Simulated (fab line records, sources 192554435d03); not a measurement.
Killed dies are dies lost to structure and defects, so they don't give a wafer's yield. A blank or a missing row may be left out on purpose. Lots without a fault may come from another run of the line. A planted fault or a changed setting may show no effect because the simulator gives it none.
fab line records | flow n5_finfet | part 2 of 2: steps 22 to 28 of 28
record lots=5 wafers=15 last_day=17
route steps=1938 shown BEOL_M4@1047
lots that met no fault: from a run of the same line without faults
start_h: hours from the record's first day to the start of the lot's first wafer shown | wait_h: hours since the lot's step before | " the same as in the row above | L1.1+2: a row that stands for several wafers | - no value, or no start given | * or withheld: withheld | < > ~ a bound
route shown NAME@n: a module of which the file shows steps, and the number in the route of the first | usual: mean/standard deviation of fault-free wafers | same: alike in all rows | chamber/n: place in a boat | sites: the reading at each site | _std_site: their standard deviation | _edge_site: outer sites' mean less inner sites' | radius_mm: how far each site lies from the wafer's centre | mask NAME#n: copy n | behind: the tool/chamber that last shaped the wafer | hold: why the lot was held/for how many hours/how that ended | device: the transistor (n, p or np) that didn't switch | end of line: the same wafers' tests at the end of the route | a step without rows: its recipe alone | killed: dies lost to structure and defects at the first sort, not the wafer's yield | map: a wafer's dies, x killed, . not, _ none there
set.NAME: the setting as run; set.NAME@STEP: as run at that earlier step | model.NAME: the simulator's own value behind a step, which no gauge read
lots at some steps of the route; a table a step, a row a wafer
services: from which hour (start_h, from the record's first day; less than 0 if before it) a tool's chamber was out of use, for how many hours, and why
## steps
# step N5_BEOL_M4_STRIP_83
# recipe chemistry=C4F6/O2 resist=SiARC rf_frequency_hz=6e+07
# columns lot.wafer tool chamber start_h wait_h
L081.1+2+3 rie_diel-06 1,0,3 207.03 0.0
L084.2+5+6 rie_diel-06 0,2,3 223.10 0.0
L088.1+3+5 rie_diel-06 2,1,1 263.76 0.0
L094.2+3+5 rie_diel-03 1,3,3 289.17 0.0
L097.1+3+4 rie_diel-03 0,2,3 303.82 0.0
# step N5_BEOL_M4_STRIP_36
# recipe chemistry=N2/H2 power_w=450 temp_c=40 pressure_mtorr=20 rf_frequency_hz=6e+07 overash_fraction=0.3 bias_power_w=7 h2_frac=0.5 n2_flow_sccm=200 h2_flow_sccm=200
# usual bias_power_w=7.003/0.023 drypump_motor_current_A=6.0/0.38 oes_product_au=0.80/0.095 rf_vpp_V=59.3/1.4 showerhead_plenum_p_Torr=2.57/0.068 throttle_valve_pct=23.8/0.36
# columns lot.wafer tool chamber start_h wait_h bias_power_w drypump_motor_current_A oes_product_au rf_hours_counter_h rf_vpp_V showerhead_plenum_p_Torr throttle_valve_pct
L081.1 rie_diel-06 1 207.04 0.0 7.000 6.6 0.94 18 59.0 2.59 23.2
L081.2 " 0 " " 6.990 6.0 0.85 40 58.8 2.69 23.7
L081.3 " 3 " " 7.024 5.5 0.72 197 57.9 2.54 24.2
L084.2 rie_diel-06 0 223.11 0.0 7.013 6.1 0.85 45 58.5 2.69 23.7
L084.5 " 2 " " 7.001 5.9 0.94 - 60.6 2.49 23.5
L084.6 " 3 " " 7.040 5.6 0.70 - 57.5 2.54 24.3
L088.1 rie_diel-06 2 263.77 0.0 7.032 5.9 0.91 20 58.6 2.48 23.5
L088.3 " 1 " " 7.015 6.6 0.89 37 58.9 2.58 23.2
L088.5 " 1 " " 7.000 6.6 0.90 - 61.8 2.58 23.2
L094.2 rie_diel-03 1 289.18 0.0 6.992 5.6 0.69 225 61.5 2.60 23.7
L094.3 " 3 " " 6.994 5.9 0.71 228 60.7 2.53 24.2
L094.5 " 3 " " 7.033 5.9 0.70 - 55.5 2.53 24.2
L097.1 rie_diel-03 0 303.83 0.0 7.000 6.5 0.84 75 61.0 2.59 24.4
L097.3 " 2 " " 6.993 5.8 0.84 52 57.3 2.58 23.9
L097.4 " 3 " " 6.976 5.9 0.71 232 59.5 2.53 24.2
# step N5_BEOL_M4_TRENCH_ETCH_37
# recipe chemistry=C4F6/O2 target_depth_a=555.55 target=SiOC time_s=29.2 ion_energy_ev=250 pressure_mtorr=30 source_w=355 bias_w=185 Ar_flow_sccm=300 C4F6_flow_sccm=10 O2_flow_sccm=10
# usual drypump_motor_current_A=6.0/0.38 oes_product_au=0.80/0.097 rf_vpp_V=662/22 showerhead_plenum_p_Torr=2.87/0.078 throttle_valve_pct=20.88/0.23
# columns lot.wafer tool chamber start_h wait_h drypump_motor_current_A oes_product_au rf_hours_counter_h rf_vpp_V showerhead_plenum_p_Torr throttle_valve_pct
L081.1 rie_diel-06 1 - - 6.6 0.94 18 667 2.90 20.50
L081.2 " 0 " " 6.0 0.87 40 633 3.02 21.01
L081.3 " 3 " " 5.5 0.74 197 657 2.82 20.96
L084.2 rie_diel-06 0 - - 6.1 0.85 45 633 3.02 21.02
L084.5 " 2 " " 6.0 0.95 - 637 2.80 20.70
L084.6 " 3 " " 5.5 0.73 - 656 2.82 20.93
L088.1 rie_diel-06 2 - - 5.9 0.93 20 636 2.79 20.71
L088.3 " 1 " " 6.5 0.91 37 666 2.89 20.50
L088.5 " 1 " " 6.6 0.90 - 666 2.89 20.52
L094.2 rie_diel-03 1 - - 5.5 0.68 225 680 2.92 20.74
L094.3 " 3 " " 5.9 0.69 228 646 2.81 21.15
L094.5 " 3 " " 5.9 0.70 - 645 2.81 21.17
L097.1 rie_diel-03 0 - - 6.5 0.83 75 699 2.88 21.18
L097.3 " 2 " " 5.8 0.84 52 677 2.92 21.13
L097.4 " 3 " " 5.9 0.69 232 643 2.81 21.15
# step N5_BEOL_M4_ETCH_41
# recipe chemistry=CH3F/O2 target=SiCN target_depth_a=299 taper_deg=2 time_s=52.5 ion_energy_ev=120 mask_material=TiN pressure_mtorr=30 source_w=395 bias_w=75 Ar_flow_sccm=150 CH3F_flow_sccm=30 O2_flow_sccm=20
# usual drypump_motor_current_A=6.0/0.37 oes_product_au=0.80/0.096 rf_vpp_V=297.7/1.4 showerhead_plenum_p_Torr=2.02/0.058 throttle_valve_pct=16.34/0.2
# columns lot.wafer tool chamber start_h wait_h drypump_motor_current_A oes_product_au rf_hours_counter_h rf_vpp_V showerhead_plenum_p_Torr throttle_valve_pct
L081.1 rie_diel-06 1 - - 6.6 0.94 18 299.7 2.04 15.97
L081.2 " 0 " " 6.0 0.87 40 300.3 2.13 16.42
L081.3 " 3 " " 5.5 0.74 197 296.7 1.98 16.42
L084.2 rie_diel-06 0 - - 6.0 0.85 45 299.1 2.13 16.42
L084.5 " 2 " " 6.0 0.94 - 296.6 1.97 16.12
L084.6 " 3 " " 5.6 0.73 - 296.5 1.98 16.43
L088.1 rie_diel-06 2 - - 5.9 0.91 20 297.1 1.96 16.14
L088.3 " 1 " " 6.6 0.89 37 296.5 2.03 16.00
L088.5 " 1 " " 6.6 0.89 - 297.1 2.03 15.99
L094.2 rie_diel-03 1 - - 5.5 0.67 225 297.4 2.06 16.26
L094.3 " 3 " " 5.8 0.70 228 297.1 1.97 16.65
L094.5 " 3 " " 5.8 0.71 - 296.8 1.97 16.62
L097.1 rie_diel-03 0 - - 6.5 0.83 75 297.7 2.03 16.55
L097.3 " 2 " " 5.8 0.85 52 296.7 2.06 16.49
L097.4 " 3 " " 5.8 0.69 232 297.0 1.97 16.64
# step N5_BEOL_M4_STRIP_97
# recipe chemistry=N2/H2 time_s=10 power_w=450 temp_c=40 pressure_mtorr=20 rf_frequency_hz=6e+07 bias_power_w=7 n2_flow_sccm=200 h2_flow_sccm=200
# usual bias_power_w=7.003/0.022 drypump_motor_current_A=6.0/0.38 oes_product_au=0.80/0.096 rf_vpp_V=59.3/0.76 showerhead_plenum_p_Torr=2.57/0.068 throttle_valve_pct=23.8/0.36
# columns lot.wafer tool chamber start_h wait_h bias_power_w drypump_motor_current_A oes_product_au rf_hours_counter_h rf_vpp_V showerhead_plenum_p_Torr throttle_valve_pct
L081.1 rie_diel-06 1 - - 7.004 6.6 0.93 18 61.2 2.59 23.2
L081.2 " 0 " " 6.991 6.0 0.86 40 59.8 2.69 23.6
L081.3 " 3 " " 7.004 5.6 0.70 197 60.2 2.54 24.2
L084.2 rie_diel-06 0 - - 7.011 6.1 0.85 46 59.7 2.69 23.7
L084.5 " 2 " " 6.978 6.0 0.95 - 58.3 2.49 23.5
L084.6 " 3 " " 7.052 5.5 0.71 - 58.0 2.54 24.3
L088.1 rie_diel-06 2 - - 7.027 5.9 0.91 20 60.4 2.48 23.5
L088.3 " 1 " " 6.989 6.6 0.90 37 59.9 2.58 23.2
L088.5 " 1 " " 7.033 6.6 0.89 - 58.9 2.58 23.2
L094.2 rie_diel-03 1 - - 6.985 5.5 0.68 225 59.7 2.60 23.7
L094.3 " 3 " " 7.019 5.9 0.70 228 59.2 2.53 24.2
L094.5 " 3 " " 6.971 5.9 0.71 - 59.0 2.53 24.2
L097.1 rie_diel-03 0 - - 7.000 6.5 0.84 75 59.6 2.59 24.4
L097.3 " 2 " " 6.992 5.8 0.84 52 58.7 2.58 23.9
L097.4 " 3 " " 7.020 5.9 0.69 232 58.2 2.53 24.2
# step N5_BEOL_M4_OCD_MEAS_38
# usual trench_depth_nm=55.0/0.81
# columns lot.wafer tool chamber start_h wait_h trench_depth_nm
L081.1 ocd-02 - 207.24 - 55.9
L081.2 " - " " 56.0
L081.3 " - " " 55.6
L084.2 ocd-02 - 223.30 - 55.6
L084.5 " - " " 55.5
L084.6 " - " " 55.0
L088.1 ocd-02 - 263.96 - 55.6
L088.3 " - " " 56.0
L088.5 " - " " 55.1
L094.2 ocd-01 - 289.38 - 53.7
L094.3 " - " " 55.0
L094.5 " - " " 55.1
L097.1 ocd-02 - 304.02 - 54.9
L097.3 " - " " 54.9
L097.4 " - " " 55.6
# step N5_BEOL_M4_HM_STRIP_39
# recipe chemistry=peroxide_tin_strip material=TiN target_depth_a=250 temp_c=50 time_s=158
# columns lot.wafer tool chamber start_h wait_h
L081.1+2+3 wet_bench-03 2,6,3 207.27 0.0
L084.2+5+6 wet_bench-01 4,6,5 223.33 0.0
L088.1+3+5 wet_bench-06 1,0,6 264.02 0.1
L094.2+3+5 wet_bench-03 7,3,6 289.41 0.0
L097.1+3+4 wet_bench-03 4,1,3 304.06 0.0
## services
# columns tool chamber start_h hours kind
ald_sin-01 - 178.85 14.0 pm
rie_diel-06 2 190.81 - clean
euv_scanner-02 - 194.67 1.9 repair
ald_sin-01 2 199.28 16.2 repair
euv_scanner-01 - 199.91 1.0 pm
rie_diel-03 1 203.54 3.0 repair
ald_sin-02 3 209.16 20.6 repair
euv_scanner-01 - 210.98 12.0 pm
rie_diel-06 - 225.12 1.1 repair
euv_scanner-02 - 228.28 1.0 pm
euv_scanner-02 - 237.52 0.9 repair
euv_scanner-01 - 254.96 6.2 pm
euv_scanner-01 - 261.21 1.0 pm
ald_sin-01 - 269.91 6.0 pm
ald_sin-02 - 270.33 14.0 pm
rie_diel-04 - 273.17 0.6 repair
euv_scanner-01 - 275.58 8.9 repair
euv_scanner-02 - 284.54 1.0 pm
euv_scanner-01 - 285.56 5.8 pm
ald_sin-01 - 286.00 2.8 pm
euv_scanner-02 - 291.34 4.6 pm
ald_sin-02 2 296.80 13.9 repair
wet_bench-01 - 299.85 5.5 repair
rie_diel-04 1 300.68 13.4 repair
